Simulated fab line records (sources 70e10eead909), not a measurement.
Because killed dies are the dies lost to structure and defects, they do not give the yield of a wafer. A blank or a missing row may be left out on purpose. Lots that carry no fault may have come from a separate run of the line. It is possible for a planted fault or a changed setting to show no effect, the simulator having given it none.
fab line records	flow nand_harc	part 1 of 2: steps 1 to 4 of 6
[record] lots = 21	wafers = 63	last_day = 33
route steps=1302 shown A_CHANNEL_FILL_D2@615 A_STAIRCASE@650
lots that met no fault: taken from a fault-free run of the same line
start_h: the number of hours between the record's first day and the start of the first shown wafer of the lot	wait_h: hours since the lot's step before	" unchanged from the row above	L1.1+2: a single row standing in for several wafers	- no value, or no start given	* or withheld: withheld	< > ~ a bound
route shown NAME@n: a module of which the file shows steps, and the number in the route of the first	usual: the fault-free wafers' mean and standard deviation	same: alike in all rows	chamber/n: place in a boat	sites: readings site by site	_std_site: standard deviation of those values	_edge_site: mean of outer sites minus mean of inner sites	radius_mm: how far each site lies from the wafer's centre	mask NAME#n: copy n	behind: the most recent tool/chamber to have shaped the wafer	hold: what put the lot on hold/how long, in hours/how the hold closed	device: transistor that didn't switch, given as n, p or np	end of line: the same wafers' tests at the end of the route	a step with no rows: only its recipe	killed: count of dies lost to structure and defects at first sort (not the wafer's yield)	map: a wafer's dies, x killed, . not, _ none there
set.NAME: the setting as run; set.NAME@STEP: as run at that earlier step	model.NAME: the simulator's own value behind a step, which no gauge read
steps of the route over a sample of lots; a table a step, a row a wafer
services: a tool's chamber out of use, with start hour (start_h, from the record's first day; less than 0 if before it), hours out, and reason
[[steps]]
[step NHARC_A_CHANNEL_FILL_D2_ALD_15]
[recipe] target_thk_a = 20	pulse_time_s = 60	ald_cycles = 19	temp_c = 630	pressure_torr = 2	material = SiNx
[usual] precursor_pulse_height_rel = 1.003/0.021
lot.wafer	tool	chamber	start_h	wait_h	precursor_pulse_height_rel
L074.4	ald_sin_batch-02	0	-	-	1.006
L074.5	"	0	"	"	0.987
L074.6	"	0	"	"	1.029
L076.2	ald_sin_batch-03	0	-	-	0.966
L076.4	"	0	"	"	1.013
L076.6	"	0	"	"	1.011
L077.1	ald_sin_batch-02	0	-	-	0.983
L077.4	"	0	"	"	0.996
L077.6	"	0	"	"	1.020
L078.2	ald_sin_batch-02	0	-	-	1.042
L078.3	"	0	"	"	1.026
L078.4	"	0	"	"	1.019
L079.2	ald_sin_batch-02	0	-	-	0.991
L079.4	"	0	"	"	1.023
L079.6	"	0	"	"	1.017
L080.2	ald_sin_batch-03	0	-	-	1.001
L080.5	"	0	"	"	1.021
L080.6	"	0	"	"	0.931
L082.1	ald_sin_batch-03	0	-	-	1.018
L082.4	"	0	"	"	0.989
L082.6	"	0	"	"	1.036
L083.2	ald_sin_batch-02	0	-	-	1.021
L083.3	"	0	"	"	1.016
L083.4	"	0	"	"	1.020
L084.1	ald_sin_batch-03	0	-	-	1.040
L084.3	"	0	"	"	1.036
L084.5	"	0	"	"	0.985
L086.1	ald_sin_batch-03	0	-	-	1.013
L086.5	"	0	"	"	1.045
L086.6	"	0	"	"	1.009
L085.2	ald_sin_batch-01	0	-	-	0.994
L085.4	"	0	"	"	1.011
L085.5	"	0	"	"	1.027
L087.1	ald_sin_batch-03	0	-	-	1.018
L087.3	"	0	"	"	1.011
L087.5	"	0	"	"	0.961
L088.2	ald_sin_batch-02	0	-	-	0.984
L088.4	"	0	"	"	0.999
L088.6	"	0	"	"	1.010
L089.2	ald_sin_batch-02	0	-	-	0.985
L089.3	"	0	"	"	1.052
L089.6	"	0	"	"	0.988
L090.1	ald_sin_batch-02	0	-	-	0.998
L090.4	"	0	"	"	0.999
L090.5	"	0	"	"	1.024
L091.2	ald_sin_batch-02	0	-	-	1.003
L091.3	"	0	"	"	0.961
L091.4	"	0	"	"	0.994
L092.4	ald_sin_batch-01	0	-	-	0.981
L092.5	"	0	"	"	1.016
L092.6	"	0	"	"	1.015
L093.2	ald_sin_batch-02	0	-	-	1.004
L093.3	"	0	"	"	0.976
L093.6	"	0	"	"	0.995
L094.1	ald_sin_batch-02	0	-	-	0.996
L094.4	"	0	"	"	0.973
L094.5	"	0	"	"	1.014
L095.1	ald_sin_batch-02	0	-	-	1.000
L095.3	"	0	"	"	0.995
L095.4	"	0	"	"	1.026
L097.2	ald_sin_batch-01	0	544.16	3.0	0.972
L097.4	"	0	"	"	1.022
L097.5	"	0	"	"	1.000
[step NHARC_A_STAIRCASE_DESCUM_168]
[recipe] time_s = 3	o2_flow_sccm = 200	ar_flow_sccm = 0	bias_power_w = 0	chemistry = O2
[usual] drypump_motor_current_A = 5.8/0.43	o2_flow_sccm = 200.0/0.57	oes_product_au = 0.999/0.011	rf_vpp_V = 57.8/0.86	showerhead_plenum_p_Torr = 1.93/0.089	throttle_valve_pct = 11.311/0.009
lot.wafer	tool	chamber	start_h	wait_h	drypump_motor_current_A	o2_flow_sccm	oes_product_au	rf_hours_counter_h	rf_vpp_V	showerhead_plenum_p_Torr	throttle_valve_pct
L074.4	rie_diel-08	3	343.15	-	5.5	199.3	1.000	45	58.7	1.84	11.307
L074.5	"	1	"	"	5.9	200.6	0.991	-	58.5	1.90	11.316
L074.6	"	2	"	"	5.5	199.8	1.004	-	59.0	1.92	11.314
L076.2	rie_diel-04	1	370.29	-	4.8	199.8	0.985	1	57.1	2.02	11.323
L076.4	"	1	"	"	4.8	198.7	0.986	-	58.4	2.02	11.315
L076.6	"	2	"	"	6.0	199.8	0.999	-	56.6	2.08	11.299
L077.1	rie_diel-13	3	386.73	-	6.5	200.3	1.005	13	57.0	1.79	11.331
L077.4	"	0	"	"	5.9	199.9	1.010	13	56.7	1.85	11.312
L077.6	"	0	"	"	5.9	200.4	1.004	-	57.4	1.85	11.319
L078.4	rie_diel-08	2	386.90	-	5.4	199.0	1.011	1	57.5	1.92	11.300
L078.2	"	3	"	"	5.5	200.1	0.994	1	56.8	1.84	11.315
L078.3	"	1	"	"	5.9	201.7	1.010	1	58.3	1.89	11.318
L079.2	rie_diel-04	3	397.55	-	6.4	199.9	1.003	3	56.1	1.86	11.303
L079.4	"	0	"	"	6.1	200.6	0.986	9	56.9	1.98	11.302
L079.6	"	3	"	"	6.4	199.8	1.014	-	58.7	1.86	11.324
L080.2	rie_diel-08	2	412.13	-	5.4	200.7	0.998	10	57.8	1.91	11.310
L080.6	"	3	"	"	5.5	200.8	0.997	-	57.6	1.83	11.318
L080.5	"	0	"	"	5.5	199.5	0.995	-	58.9	1.93	11.321
L082.1	rie_diel-04	2	434.04	-	6.0	199.7	1.005	15	58.2	2.07	11.306
L082.4	"	3	"	"	6.4	200.1	0.996	13	57.2	1.86	11.308
L082.6	"	0	"	"	6.1	199.6	0.977	-	58.4	1.98	11.313
L083.2	rie_diel-13	1	459.78	-	5.5	200.2	1.003	38	58.5	2.06	11.310
L083.3	"	2	"	"	5.9	199.3	1.001	33	58.0	1.92	11.313
L083.4	"	3	"	"	6.6	200.3	0.999	38	57.2	1.79	11.314
L086.1	rie_diel-13	1	463.83	-	5.5	199.5	0.994	40	56.5	2.06	11.326
L086.6	"	2	"	"	5.9	200.3	1.014	-	57.0	1.92	11.304
L086.5	"	3	"	"	6.6	200.5	0.989	-	57.3	1.78	11.306
L084.3	rie_diel-08	1	463.98	-	5.9	200.0	1.007	23	58.4	1.89	11.304
L084.1	"	0	"	"	5.6	199.9	0.991	21	56.5	1.93	11.309
L084.5	"	2	"	"	5.4	200.3	1.000	-	59.8	1.91	11.312
L085.4	rie_diel-13	0	468.39	-	5.9	200.2	0.992	42	56.6	1.84	11.319
L085.2	"	1	"	"	5.5	200.1	1.001	41	58.4	2.06	11.334
L085.5	"	1	"	"	5.5	199.6	0.995	-	58.7	2.06	11.293
L087.3	rie_diel-04	3	488.78	-	6.3	199.9	1.003	28	57.4	1.85	11.312
L087.1	"	2	"	"	6.0	199.1	1.008	29	58.4	2.07	11.305
L087.5	"	3	"	"	6.3	200.1	0.989	-	58.1	1.85	11.334
L088.4	rie_diel-13	3	494.43	-	6.6	199.7	1.012	50	56.8	1.78	11.312
L088.2	"	0	"	"	5.9	199.7	0.993	48	57.5	1.84	11.324
L088.6	"	2	"	"	5.9	200.1	1.013	-	56.8	1.91	11.311
L089.2	rie_diel-13	0	504.65	-	5.9	200.7	0.989	52	58.9	1.84	11.305
L089.3	"	2	"	"	5.9	199.7	1.010	-	57.6	1.91	11.304
L089.6	"	0	"	"	5.9	200.6	0.996	-	57.9	1.84	11.294
L090.4	rie_diel-08	3	513.83	-	5.5	199.4	0.988	47	58.3	1.82	11.318
L090.1	"	0	"	"	5.6	199.1	1.006	41	56.7	1.92	11.316
L090.5	"	3	"	"	5.5	200.1	0.997	-	57.5	1.82	11.306
L091.4	rie_diel-08	3	513.99	-	5.5	200.4	0.999	47	56.5	1.82	11.308
L091.3	"	1	"	"	5.9	199.8	0.990	42	57.0	1.88	11.298
L091.2	"	2	"	"	5.4	199.3	1.000	36	58.2	1.90	11.306
L092.4	rie_diel-08	1	542.25	-	5.9	200.2	0.996	50	57.4	1.88	11.314
L092.6	"	2	"	"	5.4	199.5	1.002	-	57.8	1.90	11.306
L092.5	"	3	"	"	5.5	199.3	0.996	-	57.9	1.82	11.308
L093.3	rie_diel-13	1	548.00	-	5.5	200.4	0.986	7	58.6	2.06	11.300
L093.2	"	0	"	"	5.9	201.2	1.012	7	56.5	1.83	11.304
L093.6	"	1	"	"	5.5	199.7	0.998	-	57.5	2.06	11.313
L094.4	rie_diel-13	0	556.40	-	5.9	199.9	1.000	10	57.3	1.83	11.311
L094.1	"	3	"	"	6.6	199.9	0.992	13	55.8	1.78	11.312
L094.5	"	0	"	"	5.9	198.8	1.002	-	57.1	1.83	11.320
L095.3	rie_diel-04	2	563.14	-	6.0	201.1	1.010	9	58.9	2.06	11.317
L095.4	"	3	"	"	6.4	200.2	0.993	10	56.9	1.84	11.316
L095.1	"	1	"	"	4.8	199.4	1.000	9	58.9	2.00	11.318
L097.4	rie_diel-13	1	583.77	-	5.5	201.1	1.001	20	59.2	2.05	11.312
L097.2	"	3	"	"	6.6	200.9	0.977	21	57.7	1.77	11.325
L097.5	"	1	"	"	5.5	199.8	0.992	-	58.9	2.05	11.317
[step NHARC_A_STAIRCASE_TRIM_12]
[recipe] time_s = 211.2	o2_flow_sccm = 500	ar_flow_sccm = 0	bias_w = 0	chemistry = O2
[usual] drypump_motor_current_A = 5.8/0.43	o2_flow_sccm = 499.9/1.6	oes_product_au = 1.001/0.011	rf_vpp_V = 57.9/0.96	showerhead_plenum_p_Torr = 3.52/0.14	throttle_valve_pct = 17.037/0.0099
lot.wafer	tool	chamber	start_h	wait_h	drypump_motor_current_A	o2_flow_sccm	oes_product_au	rf_hours_counter_h	rf_vpp_V	showerhead_plenum_p_Torr	throttle_valve_pct
L074.4	rie_diel-08	0	345.19	0.1	5.6	499.6	1.000	44	58.3	3.57	17.029
L074.6	"	0	"	"	5.6	500.4	0.985	-	57.7	3.57	17.043
L074.5	"	1	"	"	5.9	500.0	0.995	-	58.5	3.50	17.034
L076.2	rie_diel-04	2	372.30	0.1	6.0	500.4	0.998	1	59.3	3.81	17.040
L076.6	"	1	"	"	4.8	499.3	0.992	-	57.3	3.71	17.034
L076.4	"	0	"	"	6.1	500.4	0.981	-	57.3	3.65	17.038
L077.1	rie_diel-08	3	388.67	0.1	5.5	498.6	1.002	1	58.3	3.40	17.046
L077.4	"	0	"	"	5.5	500.9	1.009	1	58.6	3.57	17.026
L077.6	"	1	"	"	5.9	502.2	0.998	-	56.1	3.49	17.035
L078.3	rie_diel-04	2	388.83	0.1	6.1	500.1	0.994	4	57.5	3.81	17.054
L078.2	"	3	"	"	6.4	503.4	0.995	1	58.3	3.44	17.041
L078.4	"	1	"	"	4.8	499.9	0.991	7	58.7	3.71	17.039
L079.2	rie_diel-08	3	400.00	0.1	5.5	503.0	1.006	5	57.9	3.39	17.034
L079.4	"	1	"	"	5.9	500.4	1.012	4	58.0	3.49	17.051
L079.6	"	2	"	"	5.5	499.0	1.004	-	57.0	3.53	17.046
L080.2	rie_diel-13	2	413.95	0.1	5.9	500.0	1.012	23	56.5	3.54	17.033
L080.6	"	3	"	"	6.6	500.9	0.995	-	58.5	3.32	17.049
L080.5	"	0	"	"	5.9	501.0	0.995	-	59.1	3.41	17.044
L082.4	rie_diel-04	0	436.14	0.1	6.1	499.7	0.994	19	58.3	3.64	17.032
L082.1	"	1	"	"	4.8	498.9	0.992	17	56.5	3.70	17.029
L082.6	"	3	"	"	6.4	498.6	1.004	-	55.9	3.43	17.049
L083.2	rie_diel-04	1	461.70	0.1	4.8	500.5	0.993	24	57.4	3.70	17.034
L083.4	"	2	"	"	6.0	499.8	1.010	22	59.7	3.80	17.038
L083.3	"	0	"	"	6.1	499.8	0.982	28	59.8	3.63	17.035
L086.1	rie_diel-08	3	465.74	0.1	5.5	499.2	1.006	26	58.4	3.38	17.042
L086.5	"	3	"	"	5.5	503.7	1.007	-	57.2	3.38	17.041
L086.6	"	1	"	"	5.9	497.0	1.016	-	57.4	3.48	17.049
L084.1	rie_diel-04	0	465.89	0.1	6.1	497.1	0.971	29	58.9	3.63	17.020
L084.3	"	3	"	"	6.4	500.6	1.000	23	58.0	3.42	17.045
L084.5	"	1	"	"	4.8	499.4	0.995	-	57.8	3.70	17.027
L085.4	rie_diel-04	2	470.38	0.1	6.0	501.7	1.013	25	56.8	3.79	17.052
L085.2	"	3	"	"	6.4	501.3	0.992	25	57.2	3.42	17.057
L085.5	"	0	"	"	6.1	501.1	0.976	-	58.0	3.63	17.038
L087.1	rie_diel-08	3	490.73	0.1	5.5	502.8	0.995	37	56.6	3.38	17.037
L087.3	"	0	"	"	5.5	498.8	1.004	32	56.7	3.55	17.039
L087.5	"	1	"	"	5.9	500.0	0.999	-	58.8	3.48	17.037
L088.4	rie_diel-13	3	496.33	0.1	6.6	501.8	1.007	50	56.9	3.30	17.034
L088.2	"	0	"	"	5.9	500.8	0.987	49	56.7	3.40	17.017
L088.6	"	3	"	"	6.5	502.9	1.000	-	57.5	3.30	17.034
L089.2	rie_diel-08	3	506.81	0.1	5.5	501.7	1.010	44	56.1	3.37	17.032
L089.3	"	2	"	"	5.4	499.4	1.001	33	56.5	3.51	17.045
L089.6	"	3	"	"	5.5	498.2	1.006	-	57.4	3.37	17.011
L090.1	rie_diel-08	2	515.64	0.1	5.5	500.4	1.007	36	56.9	3.51	17.030
L090.4	"	0	"	"	5.5	501.1	1.003	41	58.9	3.54	17.057
L090.5	"	2	"	"	5.4	499.3	0.999	-	57.6	3.51	17.029
L091.4	rie_diel-08	1	515.96	0.1	5.9	498.9	1.006	42	58.9	3.47	17.034
L091.2	"	2	"	"	5.4	500.2	1.009	37	57.9	3.51	17.039
L091.3	"	3	"	"	5.5	497.4	1.006	47	57.2	3.37	17.035
L092.4	rie_diel-08	2	544.20	0.1	5.4	498.7	1.009	45	57.0	3.51	17.052
L092.6	"	3	"	"	5.5	504.0	0.998	-	56.7	3.37	17.029
L092.5	"	0	"	"	5.6	497.3	1.004	-	56.4	3.54	17.046
L093.3	rie_diel-13	3	550.25	0.1	6.6	498.9	0.997	11	58.0	3.29	17.056
L093.2	"	2	"	"	5.9	502.4	1.022	11	57.7	3.52	17.031
L093.6	"	3	"	"	6.6	499.2	0.992	-	58.0	3.29	17.050
L094.4	rie_diel-04	1	558.24	0.1	4.8	499.2	1.002	8	59.5	3.68	17.032
L094.1	"	2	"	"	6.0	498.6	1.033	8	58.8	3.78	17.036
L094.5	"	3	"	"	6.4	502.7	1.008	-	57.0	3.41	17.043
L095.3	rie_diel-13	3	564.94	0.1	6.6	499.2	0.990	14	57.4	3.29	17.037
L095.1	"	0	"	"	5.9	499.2	1.011	12	55.8	3.39	17.030
L095.4	"	2	"	"	5.9	500.2	1.013	14	56.9	3.51	17.041
L097.2	rie_diel-08	3	585.94	0.1	5.5	498.1	1.009	10	59.1	3.36	17.028
L097.4	"	1	"	"	5.9	502.4	0.985	13	57.4	3.46	17.031
L097.5	"	2	"	"	5.4	498.3	1.011	-	57.9	3.50	17.030
[step NHARC_A_STAIRCASE_TRIM_16]
[recipe] time_s = 211.2	o2_flow_sccm = 500	ar_flow_sccm = 0	bias_w = 0	chemistry = O2
[usual] drypump_motor_current_A = 5.7/0.43	o2_flow_sccm = 500.1/1.7	oes_product_au = 1.002/0.0099	rf_vpp_V = 57.7/0.89	showerhead_plenum_p_Torr = 3.53/0.14	throttle_valve_pct = 17.038/0.0084
lot.wafer	tool	chamber	start_h	wait_h	drypump_motor_current_A	o2_flow_sccm	oes_product_au	rf_hours_counter_h	rf_vpp_V	showerhead_plenum_p_Torr	throttle_valve_pct
L074.4	rie_diel-08	1	-	-	5.9	501.6	1.012	38	56.6	3.50	17.042
L074.5	"	0	"	"	5.5	498.1	1.000	-	56.7	3.57	17.031
L074.6	"	1	"	"	5.9	501.4	0.994	-	58.0	3.50	17.042
L076.2	rie_diel-04	1	-	-	4.8	500.3	0.988	2	58.3	3.71	17.033
L076.4	"	1	"	"	4.8	499.1	0.999	-	59.2	3.71	17.043
L076.6	"	0	"	"	6.1	500.0	0.986	-	58.0	3.65	17.038
L077.1	rie_diel-08	3	-	-	5.5	502.0	1.011	1	57.7	3.40	17.041
L077.4	"	1	"	"	5.9	499.5	1.022	2	58.4	3.49	17.050
L077.6	"	2	"	"	5.5	497.9	1.013	-	57.0	3.53	17.039
L078.4	rie_diel-04	2	-	-	6.0	498.8	1.014	5	57.7	3.81	17.049
L078.2	"	3	"	"	6.4	497.9	1.010	1	57.1	3.44	17.052
L078.3	"	0	"	"	6.1	500.7	1.006	7	56.8	3.65	17.025
L079.2	rie_diel-08	0	-	-	5.5	499.9	0.999	5	58.1	3.56	17.024
L079.4	"	3	"	"	5.5	499.1	1.002	5	56.9	3.39	17.039
L079.6	"	0	"	"	5.6	499.8	1.001	-	57.9	3.56	17.033
L080.2	rie_diel-13	1	-	-	5.5	499.8	1.015	24	58.1	3.79	17.051
L080.6	"	2	"	"	5.9	499.2	1.027	-	58.0	3.54	17.038
L080.5	"	3	"	"	6.6	498.0	1.001	-	58.9	3.32	17.036
L082.4	rie_diel-04	2	-	-	6.0	500.4	1.011	16	57.3	3.80	17.035
L082.1	"	0	"	"	6.1	499.1	0.976	19	56.8	3.64	17.044
L082.6	"	2	"	"	6.0	498.9	1.002	-	58.0	3.80	17.040
L083.4	rie_diel-04	3	-	-	6.4	502.5	0.996	22	57.6	3.43	17.029
L083.3	"	0	"	"	6.1	499.1	0.979	28	59.3	3.63	17.042
L083.2	"	2	"	"	6.0	499.7	1.016	23	57.4	3.79	17.043
L084.1	rie_diel-04	3	-	-	6.4	499.9	1.006	24	58.0	3.42	17.042
L084.3	"	0	"	"	6.1	501.3	0.985	30	57.7	3.63	17.037
L084.5	"	2	"	"	6.1	501.7	1.013	-	58.7	3.79	17.030
L086.1	rie_diel-08	0	-	-	5.5	500.9	0.996	21	58.3	3.56	17.042
L086.6	"	3	"	"	5.5	501.9	1.006	-	57.9	3.38	17.036
L086.5	"	0	"	"	5.5	496.7	1.015	-	58.8	3.56	17.046
L085.2	rie_diel-04	3	-	-	6.4	500.5	1.001	25	57.2	3.42	17.035
L085.4	"	1	"	"	4.8	501.1	0.990	27	59.1	3.69	17.044
L085.5	"	3	"	"	6.4	499.2	0.999	-	57.2	3.42	17.038
L087.1	rie_diel-08	1	-	-	5.9	502.1	1.001	35	58.2	3.48	17.029
L087.3	"	0	"	"	5.6	500.1	0.992	32	57.0	3.55	17.028
L087.5	"	0	"	"	5.6	500.6	1.008	-	58.1	3.55	17.030
L088.4	rie_diel-13	1	-	-	5.5	501.0	1.005	47	58.9	3.78	17.033
L088.2	"	2	"	"	5.9	499.8	1.016	44	55.7	3.53	17.040
L088.6	"	1	"	"	5.5	499.9	1.016	-	58.7	3.78	17.044
L089.3	rie_diel-08	2	-	-	5.4	500.1	0.997	34	57.1	3.51	17.038
L089.2	"	0	"	"	5.6	495.6	1.002	40	56.8	3.55	17.042
L089.6	"	1	"	"	5.9	500.5	1.015	-	58.5	3.47	17.037
L090.1	rie_diel-08	1	-	-	5.9	500.4	0.997	43	58.2	3.47	17.035
L090.4	"	2	"	"	5.4	498.8	1.002	37	57.5	3.51	17.039
L090.5	"	1	"	"	5.9	499.6	1.008	-	56.9	3.47	17.035
L091.4	rie_diel-08	2	-	-	5.5	498.6	0.997	37	57.5	3.51	17.037
L091.3	"	3	"	"	5.5	497.6	1.003	47	57.0	3.37	17.022
L091.2	"	0	"	"	5.6	503.2	1.001	42	59.0	3.54	17.040
L092.4	rie_diel-08	1	-	-	5.9	503.5	0.999	51	57.1	3.47	17.049
L092.5	"	3	"	"	5.5	499.5	1.002	-	57.4	3.37	17.028
L092.6	"	0	"	"	5.5	500.4	0.993	-	57.4	3.54	17.042
L093.2	rie_diel-13	2	-	-	5.9	498.9	1.010	11	56.3	3.52	17.048
L093.3	"	0	"	"	5.9	499.1	1.005	8	57.5	3.39	17.036
L093.6	"	3	"	"	6.6	499.4	0.994	-	56.4	3.29	17.029
L094.4	rie_diel-04	3	-	-	6.3	502.2	0.994	8	58.7	3.41	17.047
L094.1	"	0	"	"	6.1	499.4	0.981	9	57.9	3.62	17.035
L094.5	"	2	"	"	6.0	501.8	1.014	-	59.4	3.78	17.059
L095.3	rie_diel-13	2	-	-	5.9	500.5	1.011	14	58.0	3.51	17.051
L095.1	"	0	"	"	5.9	501.3	0.992	12	58.1	3.39	17.043
L095.4	"	1	"	"	5.5	502.1	0.996	12	59.3	3.77	17.038
L097.2	rie_diel-08	2	-	-	5.5	497.2	1.013	12	57.3	3.50	17.053
L097.4	"	3	"	"	5.5	500.1	1.003	10	57.1	3.36	17.030
L097.5	"	2	"	"	5.5	496.6	1.019	-	57.4	3.50	17.057
